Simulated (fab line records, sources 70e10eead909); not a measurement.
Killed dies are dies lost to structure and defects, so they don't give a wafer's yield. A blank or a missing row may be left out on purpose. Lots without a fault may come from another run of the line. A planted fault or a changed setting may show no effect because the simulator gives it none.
One fault seen from 2 desks | flow nand_harc | each desk has only its own numbers; what lay behind them comes last

THE TOOL OWNER'S DESK: rie_diel-08
The tool's own readings at NHARC_A_SGD_CUT_STRIP_17 (strips in O2): means of the sampled wafers that have a number, for each lot that ran on this tool. A lot is out of limits, marked OUT, if its mean lies more than 4 standard deviations from the usual mean; the brackets give that distance.
Columns: A = drypump_motor_current_A at NHARC_A_SGD_CUT_STRIP_17, usual 5.9 A; B = oes_product_au at NHARC_A_SGD_CUT_STRIP_17, usual 0.999 a.u.; C = rf_vpp_V at NHARC_A_SGD_CUT_STRIP_17, usual 57.8 V; D = showerhead_plenum_p_Torr at NHARC_A_SGD_CUT_STRIP_17, usual 3.51 Torr; E = throttle_valve_pct at NHARC_A_SGD_CUT_STRIP_17, usual 17.036 %
lot  | first seen here | A   | B     | C    | D    | E
L858 | day 20 12:29    | 5.8 | 0.998 | 57.3 | 3.65 | 17.037
L860 | day 21 06:50    | 6.0 | 1.001 | 58.4 | 3.57 | 17.043
L861 | day 22 07:39    | 6.0 | 1.006 | 57.6 | 3.61 | 17.047
L863 | day 22 17:10    | 6.0 | 0.997 | 57.9 | 3.56 | 17.038
L864 | day 23 05:05    | 5.8 | 1.005 | 57.6 | 3.60 | 17.026
L867 | day 24 03:58    | 5.8 | 0.999 | 57.8 | 3.60 | 17.039
L868 | day 25 12:46    | 5.8 | 0.991 | 58.4 | 3.56 | 17.029
L875 | day 27 09:29    | 5.8 | 0.989 | 57.8 | 3.60 | 17.042
L877 | day 28 13:34    | 5.9 | 0.991 | 57.7 | 3.48 | 17.037
This desk's finding: nothing out of limits on any of the 9 lots.

THE METROLOGY DESK
What the gauges read, lot by lot, whatever tool the lot ran on: means of the sampled wafers that have a number. A lot is out of limits, marked OUT, if its mean lies more than 4 standard deviations from the usual mean; the brackets give that distance.
Columns: A = cd_nm at NHARC_A_BONDPAD_CD_MEAS_13, usual 498.6 nm
lot  | first seen here | A
L856 | day 23 14:46    | 499.8
L857 | day 23 20:32    | 497.3
L858 | day 24 10:10    | 497.8
L860 | day 25 08:17    | 497.4
L861 | day 26 02:35    | 502.1
L862 | day 26 04:34    | 502.5
L863 | day 26 13:52    | 492.8
L864 | day 27 14:52    | 499.3
L867 | day 28 07:31    | 499.5
L868 | day 29 06:56    | 497.5
L875 | day 31 02:50    | 501.0
L877 | day 32 23:06    | 498.2
L878 | day 33 18:23    | 497.9
This desk's finding: nothing out of limits on any of the 13 lots.

PUT TOGETHER
The tool owner's desk saw nothing out of limits.
The metrology desk saw nothing out of limits.

WHAT THE SIMULATOR HAD PUT IN
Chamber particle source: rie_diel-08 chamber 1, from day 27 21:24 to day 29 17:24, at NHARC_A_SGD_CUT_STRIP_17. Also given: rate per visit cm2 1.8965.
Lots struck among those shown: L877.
